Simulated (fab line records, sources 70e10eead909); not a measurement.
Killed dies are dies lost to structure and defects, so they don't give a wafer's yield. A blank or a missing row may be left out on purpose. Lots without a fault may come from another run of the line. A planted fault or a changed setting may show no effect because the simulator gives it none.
fab line records | flow nand_harc
record lots=12 wafers=36 last_day=33
route steps=1302 shown A_CHANNEL_HOLE_D2@593 A_CHANNEL_FILL_D2@612 END@1302
lots that met no fault: from a run of the same line without faults
start_h: hours from the record's first day to the start of the lot's first wafer shown | wait_h: hours since the lot's step before | " the same as in the row above | L1.1+2: a row that stands for several wafers | - no value, or no start given | * or withheld: withheld | < > ~ a bound
route shown NAME@n: a module of which the file shows steps, and the number in the route of the first | usual: mean/standard deviation of fault-free wafers | same: alike in all rows | chamber/n: place in a boat | sites: the reading at each site | _std_site: their standard deviation | _edge_site: outer sites' mean less inner sites' | radius_mm: how far each site lies from the wafer's centre | mask NAME#n: copy n | behind: the tool/chamber that last shaped the wafer | hold: why the lot was held/for how many hours/how that ended | device: the transistor (n, p or np) that didn't switch | end of line: the same wafers' tests at the end of the route | a step without rows: its recipe alone | killed: dies lost to structure and defects at the first sort, not the wafer's yield | map: a wafer's dies, x killed, . not, _ none there
set.NAME: the setting as run; set.NAME@STEP: as run at that earlier step | model.NAME: the simulator's own value behind a step, which no gauge read
steps of the route over a sample of lots; a table a step, a row a wafer
services: from which hour (start_h, from the record's first day; less than 0 if before it) a tool's chamber was out of use, for how many hours, and why
## steps
# step NHARC_A_CHANNEL_HOLE_D2_ETCH_21
# recipe bias_v=3000 source_w=withheld pressure_mtorr=20 time_s=514.3 ar_flow_sccm=375 c4f8_flow_sccm=89.3 o2_flow_sccm=35.7 temp_c=-20 target_depth_a=16000 chemistry=C4F8/O2/Ar
# usual drypump_motor_current_A=5.8/0.4 showerhead_plenum_p_Torr=3.61/0.088 throttle_valve_pct=32.154/0.0094
# columns lot.wafer tool chamber start_h wait_h drypump_motor_current_A rf_hours_counter_h showerhead_plenum_p_Torr throttle_valve_pct
L984.2 har_etch-01 0 295.68 0.3 6.2 150 3.52 32.160
L984.4 " 0 " " 6.2 - 3.52 32.163
L984.3 " 1 " " 6.0 - 3.63 32.160
L989.3 har_etch-01 1 342.96 0.3 6.0 - 3.61 32.154
L989.4 " 0 " " 6.2 - 3.51 32.147
L989.6 " 1 " " 6.0 - 3.61 32.142
L988.1 har_etch-02 1 343.41 0.3 5.5 389 3.72 32.128
L988.3 " 1 " " 5.5 - 3.71 32.138
L988.6 " 1 " " 5.5 - 3.72 32.148
L990.2 har_etch-02 0 349.65 0.3 5.2 393 3.71 32.140
L990.4 " 0 " " 5.2 - 3.71 32.165
L990.5 " 1 " " 5.5 - 3.71 32.164
L991.1 har_etch-02 1 371.28 0.3 5.5 404 3.71 32.154
L991.4 " 0 " " 5.2 - 3.71 32.151
L991.3 " 1 " " 5.5 - 3.71 32.157
L993.2 har_etch-01 1 385.59 0.3 6.0 203 3.60 32.151
L993.4 " 1 " " 6.0 - 3.60 32.164
L993.5 " 1 " " 6.0 - 3.60 32.168
L996.1 har_etch-02 1 411.14 0.3 5.5 12 3.70 32.159
L996.2 " 0 " " 5.2 12 3.70 32.149
L996.4 " 0 " " 5.2 - 3.70 32.159
L997.1 har_etch-01 0 443.09 0.3 6.2 242 3.47 32.154
L997.3 " 0 " " 6.2 - 3.47 32.141
L997.6 " 0 " " 6.2 - 3.47 32.145
L103.3 har_etch-02 0 489.55 0.3 5.2 - 3.68 32.169
L103.6 " 1 " " 5.5 - 3.68 32.156
L103.5 " 0 " " 5.2 - 3.68 32.162
L106.1 har_etch-02 0 507.66 0.3 5.2 65 3.67 32.137
L106.2 " 1 " " 5.5 65 3.67 32.163
L106.5 " 1 " " 5.5 - 3.67 32.150
L107.2 har_etch-01 0 509.67 0.3 6.2 280 3.45 32.160
L107.4 " 0 " " 6.2 - 3.45 32.145
L107.3 " 1 " " 6.0 - 3.56 32.153
L105.1 har_etch-01 0 513.91 0.3 6.2 284 3.45 32.151
L105.3 " 1 " " 6.0 - 3.56 32.154
L105.5 " 0 " " 6.2 - 3.45 32.159
# step NHARC_A_CHANNEL_HOLE_D2_ETCH_26
# recipe bias_v=300 source_w=2000 pressure_mtorr=30 time_s=224.1 ar_flow_sccm=375 c4f8_flow_sccm=11.4 o2_flow_sccm=113.6 temp_c=-20 target_depth_a=3000 chemistry=C4F8/O2/Ar
# usual drypump_motor_current_A=5.8/0.39 showerhead_plenum_p_Torr=3.65/0.092 throttle_valve_pct=24.582/0.0094
# columns lot.wafer tool chamber start_h wait_h drypump_motor_current_A rf_hours_counter_h showerhead_plenum_p_Torr throttle_valve_pct
L984.2 har_etch-01 0 299.06 0.7 6.2 153 3.56 24.582
L984.4 " 0 " " 6.2 - 3.56 24.585
L984.3 " 1 " " 6.0 - 3.67 24.578
L989.3 har_etch-01 1 346.22 0.5 6.0 - 3.65 24.590
L989.4 " 0 " " 6.2 - 3.54 24.577
L989.6 " 1 " " 6.0 - 3.65 24.573
L988.1 har_etch-02 1 346.76 0.7 5.5 392 3.76 24.598
L988.3 " 1 " " 5.5 - 3.76 24.582
L988.6 " 1 " " 5.5 - 3.76 24.592
L990.2 har_etch-02 0 353.00 0.7 5.2 396 3.76 24.575
L990.4 " 0 " " 5.2 - 3.76 24.562
L990.5 " 1 " " 5.5 - 3.76 24.570
L991.1 har_etch-02 1 374.60 0.6 5.5 407 3.75 24.605
L991.4 " 0 " " 5.1 - 3.75 24.584
L991.3 " 1 " " 5.5 - 3.75 24.584
L993.2 har_etch-01 1 388.96 0.7 6.0 207 3.64 24.578
L993.4 " 1 " " 6.0 - 3.64 24.572
L993.5 " 1 " " 6.0 - 3.64 24.579
L996.1 har_etch-02 1 414.49 0.7 5.6 15 3.74 24.567
L996.2 " 0 " " 5.2 15 3.74 24.595
L996.4 " 0 " " 5.2 - 3.74 24.563
L997.1 har_etch-01 0 446.41 0.6 6.3 245 3.51 24.580
L997.3 " 0 " " 6.2 - 3.51 24.577
L997.6 " 0 " " 6.2 - 3.51 24.580
L103.3 har_etch-02 0 492.79 0.4 5.2 - 3.72 24.588
L103.6 " 1 " " 5.5 - 3.72 24.572
L103.5 " 0 " " 5.2 - 3.72 24.596
L106.1 har_etch-02 0 511.04 0.7 5.2 68 3.71 24.580
L106.2 " 1 " " 5.5 68 3.71 24.572
L106.5 " 1 " " 5.5 - 3.71 24.568
L107.2 har_etch-01 0 513.01 0.7 6.2 283 3.48 24.590
L107.4 " 0 " " 6.2 - 3.49 24.577
L107.3 " 1 " " 6.0 - 3.60 24.579
L105.1 har_etch-01 0 517.22 0.6 6.2 287 3.48 24.585
L105.3 " 1 " " 5.9 - 3.59 24.578
L105.5 " 0 " " 6.2 - 3.48 24.583
# step NHARC_A_CHANNEL_FILL_D2_ALD_02
# recipe target_thk_a=60 pulse_time_s=10 ald_cycles=60 temp_c=300 material=SiO2
# usual heater_power_w=474/63 precursor_pulse_height_rel=1.001/0.022 susceptor_temp_C=300.01/0.2
# columns lot.wafer tool chamber start_h wait_h heater_power_w precursor_pulse_height_rel susceptor_temp_C
L984.2 ald_hk-02 3 301.61 - 381 1.036 299.82
L984.4 " 0 " " 514 1.025 300.40
L984.3 " 2 " " 500 0.976 300.10
L989.3 ald_hk-01 1 348.27 - 531 1.014 300.13
L989.4 " 0 " " 532 0.980 300.07
L989.6 " 1 " " 537 0.996 299.95
L988.3 ald_hk-02 1 348.88 - 544 1.046 299.69
L988.1 " 2 " " 502 0.996 300.13
L988.6 " 1 " " 535 0.982 299.89
L990.2 ald_hk-04 2 355.12 - 485 0.966 299.77
L990.4 " 0 " " 485 0.958 300.13
L990.5 " 3 " " 336 0.977 299.76
L991.3 ald_hk-02 2 376.91 - 507 0.975 -
L991.1 " 3 " " 368 0.992 -
L991.4 " 0 " " 512 0.986 -
L993.2 ald_hk-04 0 391.22 - 474 1.031 300.14
L993.4 " 1 " " 457 1.011 299.90
L993.5 " 0 " " 470 1.025 299.89
L996.2 ald_hk-02 0 416.65 - 507 0.972 299.91
L996.1 " 1 " " 551 0.987 299.95
L996.4 " 3 " " 360 1.019 300.04
L997.3 ald_hk-01 3 448.66 - 451 0.967 300.24
L997.1 " 0 " " 553 0.954 299.98
L997.6 " 2 " " 453 1.005 299.82
L103.3 ald_hk-01 3 494.96 - 439 1.004 300.06
L103.6 " 3 " " 437 0.997 300.29
L103.5 " 0 " " 559 0.976 300.43
L106.1 ald_hk-04 0 513.23 - 464 0.999 299.75
L106.2 " 1 " " 486 1.018 299.82
L106.5 " 3 " " 350 1.012 300.01
L107.3 ald_hk-04 0 515.29 - 463 1.017 300.07
L107.2 " 1 " " 486 0.991 299.61
L107.4 " 3 " " 358 1.018 300.39
L105.1 ald_hk-01 1 519.32 - 569 0.989 300.21
L105.3 " 3 " " 444 0.993 300.09
L105.5 " 1 " " 578 0.991 300.14
# step NHARC_A_CHANNEL_FILL_D2_ALD_14
# recipe target_thk_a=25 pulse_time_s=10 ald_cycles=25 temp_c=300 material=SiO2
# usual heater_power_w=471/65 precursor_pulse_height_rel=1.005/0.022 susceptor_temp_C=299.99/0.19
# columns lot.wafer tool chamber start_h wait_h heater_power_w precursor_pulse_height_rel susceptor_temp_C
L984.3 ald_hk-04 3 308.60 0.0 338 1.028 300.43
L984.2 " 0 " " 477 1.010 299.98
L984.4 " 2 " " 492 1.030 299.70
L989.3 ald_hk-04 0 355.98 0.7 459 0.965 300.16
L989.4 " 1 " " 464 0.971 300.07
L989.6 " 0 " " 473 1.049 300.22
L988.3 ald_hk-04 2 356.24 1.0 495 0.985 299.73
L988.1 " 3 " " 330 1.015 300.08
L988.6 " 1 " " 444 1.032 300.20
L990.4 ald_hk-04 0 362.65 0.0 462 1.007 299.66
L990.2 " 3 " " 332 0.992 300.03
L990.5 " 0 " " 462 1.021 299.93
L991.3 ald_hk-02 3 383.96 0.0 369 1.014 299.78
L991.4 " 0 " " 519 1.014 300.10
L991.1 " 1 " " 549 0.972 299.87
L993.4 ald_hk-01 2 400.19 1.7 463 0.989 299.99
L993.2 " 0 " " 534 0.985 299.94
L993.5 " 1 " " 539 0.978 300.05
L996.1 ald_hk-04 0 423.67 0.0 470 1.007 299.93
L996.4 " 1 " " 471 1.030 299.85
L996.2 " 2 " " 486 0.996 299.74
L997.3 ald_hk-04 0 455.53 0.1 475 0.962 299.82
L997.1 " 2 " " 533 0.995 315.65
L997.6 " 3 " " 357 0.990 300.02
L103.3 ald_hk-01 1 502.04 0.1 573 1.048 300.35
L103.6 " 3 " " 430 0.973 299.47
L103.5 " 0 " " 545 0.972 299.99
L106.1 ald_hk-02 2 520.20 0.0 502 0.984 300.13
L106.2 " 0 " " 501 1.011 300.30
L106.5 " 3 " " 374 1.005 299.90
L107.2 ald_hk-01 1 520.24 0.1 573 1.003 -
L107.4 " 2 " " 517 1.002 -
L107.3 " 3 " " 445 0.985 -
L105.3 ald_hk-02 2 524.40 0.1 519 0.990 299.99
L105.1 " 0 " " 505 1.018 299.88
L105.5 " 1 " " 550 1.028 300.49
# step NHARC_END_SORT_01
# recipe temp_c=25
# usual killed_at_array=52/19 killed_at_other=0.9/1.3 killed_at_periphery=4/3.1 killed_dies=57/18 killed_open=3.2/1.7 killed_short=2.3/1.4
# same gross_dies=677
# columns lot.wafer tool chamber start_h wait_h killed_at_array killed_at_other killed_at_periphery killed_dies killed_open killed_short
L990.2 prober-01 0 626.69 2.8 54 2 1 57 5 3
L990.4 prober-01 0 628.28 3.4 45 1 2 48 3 3
L990.5 prober-01 0 629.08 3.7 52 0 2 54 4 3
L993.2 prober-01 0 655.10 2.8 44 0 3 47 2 3
L993.4 prober-01 0 656.68 3.4 50 0 3 53 2 3
L993.5 prober-01 0 657.47 3.7 45 1 2 48 3 5
L996.1 prober-02 0 672.42 2.5 17 0 4 21 3 3
L996.2 prober-02 0 673.21 2.8 20 0 1 21 1 4
L996.4 prober-02 0 674.81 3.4 21 0 3 24 3 2
L997.1 prober-01 0 703.80 2.5 88 1 6 95 1 3
L997.3 prober-01 0 705.40 3.1 78 0 5 83 4 1
L997.6 prober-01 0 707.79 4.0 106 0 1 107 5 1
L103.3 prober-01 0 763.04 3.1 29 1 4 34 3 3
L103.5 prober-01 0 764.65 3.7 65 2 1 68 3 1
L103.6 prober-01 0 765.45 4.0 49 0 7 56 3 1
L107.2 prober-02 0 781.72 2.8 45 2 3 50 1 1
L107.3 prober-02 0 782.52 3.1 57 4 1 62 2 2
L107.4 prober-02 0 783.33 3.4 36 2 3 41 4 4
# killed by level:class
L990.2 A_CHANNEL_HOLE_D2:chamber_film_flake=34 A_STAIRCASE:chamber_film_flake=4 A_ONON_D1:geometric_particle:short=2 A_SLIT:chamber_film_flake=2 THIN_TSV:chamber_film_flake=2 A_M0:chamber_film_flake=2 P_M2:geometric_particle:open=1 A_DECK1_JOINT:geometric_particle:short=1
L990.4 A_CHANNEL_HOLE_D2:chamber_film_flake=33 A_M0:chamber_film_flake=3 A_CONTACT:chamber_film_flake=2 P_M0:geometric_particle:open=1 A_ONON_D1:geometric_particle:open=1 A_DECK1_JOINT:geometric_particle:short=1 A_CHANNEL_FILL_D2:geometric_particle:open=1 A_WL_FILL:geometric_particle:short=1
L990.5 A_CHANNEL_HOLE_D2:chamber_film_flake=31 A_WL_FILL:chamber_film_flake=6 A_M0:geometric_particle:short=2 A_ZERO_WELL:chamber_film_flake=2 A_SLIT:chamber_film_flake=2 P_CONTACT:geometric_particle:open=1 A_ONON_D1:geometric_particle:open=1 A_ONON_D2:geometric_particle:open=1
L993.2 A_SLIT:chamber_film_flake=17 A_CHANNEL_HOLE_D2:chamber_film_flake=14 A_CHANNEL_HOLE_D1:chamber_film_flake=4 A_CONTACT:chamber_film_flake=3 P_CONTACT:chamber_film_flake=2 A_STAIRCASE:chamber_film_flake=2 P_M0:geometric_particle:open=1 A_CHANNEL_FILL_D2:geometric_particle:short=1
L993.4 A_SLIT:chamber_film_flake=17 A_CHANNEL_HOLE_D2:chamber_film_flake=15 A_STAIRCASE:chamber_film_flake=8 A_DECK1_JOINT:chamber_film_flake=4 P_CONTACT:chamber_film_flake=3 A_ONON_D1:geometric_particle:open=1 A_ONON_D1:geometric_particle:short=1 A_ONON_D2:geometric_particle:open=1
L993.5 A_SLIT:chamber_film_flake=16 A_CHANNEL_HOLE_D2:chamber_film_flake=12 A_CHANNEL_HOLE_D1:chamber_film_flake=6 A_WL_FILL:geometric_particle:short=2 P_CONTACT:chamber_film_flake=2 A_STAIRCASE:chamber_film_flake=2 A_CHANNEL_HOLE_D1:geometric_particle:short=1 A_CHANNEL_HOLE_D1:geometric_particle:open=1
L996.1 P_STI:chamber_film_flake=3 A_WL_FILL:chamber_film_flake=3 A_ONON_D1:geometric_particle:short=2 A_STAIRCASE:chamber_film_flake=2 A_SLIT:chamber_film_flake=2 A_CONTACT:chamber_film_flake=2 A_CHANNEL_FILL_D1:geometric_particle:open=1 A_ONON_D2:geometric_particle:open=1
L996.2 A_CHANNEL_HOLE_D1:chamber_film_flake=6 A_CONTACT:chamber_film_flake=6 A_SLIT:chamber_film_flake=3 P_CONTACT:geometric_particle:short=1 A_ONON_D1:geometric_particle:short=1 A_CHANNEL_FILL_D1:geometric_particle:short=1 A_BLC:geometric_particle:short=1 A_BLC:geometric_particle:open=1
L996.4 A_CHANNEL_HOLE_D1:chamber_film_flake=6 A_CONTACT:chamber_film_flake=6 A_STAIRCASE:chamber_film_flake=3 P_GATE:chamber_film_flake=2 P_STI:geometric_particle:short=1 A_ONON_D1:geometric_particle:short=1 A_CHANNEL_FILL_D2:geometric_particle:open=1 A_CONTACT:geometric_particle:open=1
L997.1 A_SLIT:chamber_film_flake=37 A_CHANNEL_HOLE_D1:chamber_film_flake=24 A_STAIRCASE:chamber_film_flake=9 A_CHANNEL_HOLE_D2:chamber_film_flake=9 P_GATE:chamber_film_flake=5 A_CONTACT:chamber_film_flake=3 A_SGD_CUT:chamber_film_flake=2 A_CHANNEL_FILL_D1:geometric_particle:short=1
L997.3 A_CHANNEL_HOLE_D1:chamber_film_flake=35 A_SLIT:chamber_film_flake=18 A_STAIRCASE:chamber_film_flake=12 P_GATE:chamber_film_flake=4 A_CHANNEL_HOLE_D2:chamber_film_flake=2 A_SGD_CUT:chamber_film_flake=2 A_CONTACT:chamber_film_flake=2 A_ONON_D1:geometric_particle:open=1
L997.6 A_CHANNEL_HOLE_D1:chamber_film_flake=37 A_SLIT:chamber_film_flake=34 A_STAIRCASE:chamber_film_flake=13 A_CHANNEL_HOLE_D2:chamber_film_flake=9 A_SGD_CUT:chamber_film_flake=3 A_M1:chamber_film_flake=2 A_CHANNEL_HOLE_D1:geometric_particle:short=1 A_DECK1_JOINT:geometric_particle:open=1
L103.3 A_SLIT:chamber_film_flake=14 A_CONTACT:chamber_film_flake=6 A_ZERO_WELL:chamber_film_flake=2 A_CHANNEL_HOLE_D1:chamber_film_flake=2 P_GATE:geometric_particle:short=1 P_GATE:geometric_particle:open=1 P_CONTACT:geometric_particle:open=1 A_CHANNEL_FILL_D1:geometric_particle:short=1
L103.5 A_SLIT:chamber_film_flake=40 A_CONTACT:chamber_film_flake=7 A_ZERO_WELL:chamber_film_flake=4 A_CHANNEL_HOLE_D1:chamber_film_flake=4 A_BONDPAD:chamber_film_flake=3 A_CHANNEL_FILL_D1:chamber_film_flake=2 A_WL_FILL:chamber_film_flake=2 P_GATE:geometric_particle:open=1
L103.6 A_SLIT:chamber_film_flake=18 A_CHANNEL_HOLE_D1:chamber_film_flake=16 A_CONTACT:chamber_film_flake=6 A_STAIRCASE:chamber_film_flake=4 P_GATE:chamber_film_flake=3 P_GATE:geometric_particle:open=1 A_ONON_D1:geometric_particle:short=1 A_ONON_D1:geometric_particle:open=1
L107.2 A_CHANNEL_HOLE_D1:chamber_film_flake=18 A_CHANNEL_HOLE_D2:chamber_film_flake=12 A_CONTACT:chamber_film_flake=6 A_SLIT:chamber_film_flake=5 P_GATE:chamber_film_flake=3 A_STAIRCASE:chamber_film_flake=2 THIN_TSV:chamber_film_flake=2 A_WL_FILL:geometric_particle:short=1
L107.3 A_CHANNEL_HOLE_D2:chamber_film_flake=20 A_SLIT:chamber_film_flake=15 A_CHANNEL_HOLE_D1:chamber_film_flake=13 THIN_TSV:chamber_film_flake=4 A_CONTACT:chamber_film_flake=3 A_WL_FILL:chamber_film_flake=3 P_M1:geometric_particle:open=1 A_ONON_D1:geometric_particle:short=1
L107.4 A_CHANNEL_HOLE_D2:chamber_film_flake=12 A_SLIT:chamber_film_flake=8 A_CHANNEL_HOLE_D1:chamber_film_flake=5 A_CONTACT:chamber_film_flake=4 P_M0:geometric_particle:open=1 P_M2:geometric_particle:short=1 A_ONON_D1:geometric_particle:short=1 A_CHANNEL_HOLE_D1:geometric_particle:open=1
## services
# columns tool chamber start_h hours kind
ald_hk-04 - 298.21 4.2 repair
ald_hk-01 - 304.14 10.0 pm
ald_hk-01 0 304.14 10.0 vent_cycle
ald_hk-01 1 304.14 10.0 vent_cycle
ald_hk-01 2 304.14 10.0 vent_cycle
ald_hk-01 3 304.14 10.0 vent_cycle
ald_hk-04 - 335.54 0.5 repair
ald_hk-02 - 353.64 10.0 pm
har_etch-02 - 377.23 17.0 pm
har_etch-02 0 377.23 17.0 vent_cycle
har_etch-02 1 377.23 17.0 vent_cycle
har_etch-02 0 394.23 - clean
har_etch-02 0 394.23 - consumable_replace:focus_ring
har_etch-02 1 394.23 - clean
har_etch-02 1 394.23 - consumable_replace:focus_ring
ald_hk-04 - 437.30 10.0 pm
ald_hk-04 0 437.30 10.0 vent_cycle
ald_hk-04 1 437.30 10.0 vent_cycle
ald_hk-04 2 437.30 10.0 vent_cycle
ald_hk-04 3 437.30 10.0 vent_cycle
ald_hk-04 0 447.30 - clean
ald_hk-04 1 447.30 - clean
ald_hk-04 2 447.30 - clean
ald_hk-04 3 447.30 - clean
## key
first_sign step=NHARC_A_CHANNEL_FILL_D2_ALD_14 reading=susceptor_temp_C direction=up sigmas=82 usual=* struck=*
effect none on later readings
met_at NHARC_A_CHANNEL_FILL_D2_ALD_14
struck_lots L997
struck_wafers L997.1
tester_left_out L997
not_acting_at NHARC_A_CHANNEL_HOLE_D2_ETCH_21,NHARC_A_CHANNEL_HOLE_D2_ETCH_26,NHARC_A_CHANNEL_FILL_D2_ALD_02
onset_between 423.67 455.53
fault kind=process_parameter_drift tool=ald_hk-04 chamber=2 onset_h=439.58 steps=NHARC_A_CHANNEL_FILL_D2_ALD_14 channel=temp_c offset=* shape=step end_h=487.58 acts_in=* stated=*
# tester_left_out: of these lots the tester's yield and bins aren't shown, on N5 and GAA mostly nor the transistor test; their killed dies are dies lost to structure and defects alone, not to doping, threshold or leakage, so they don't give the yield
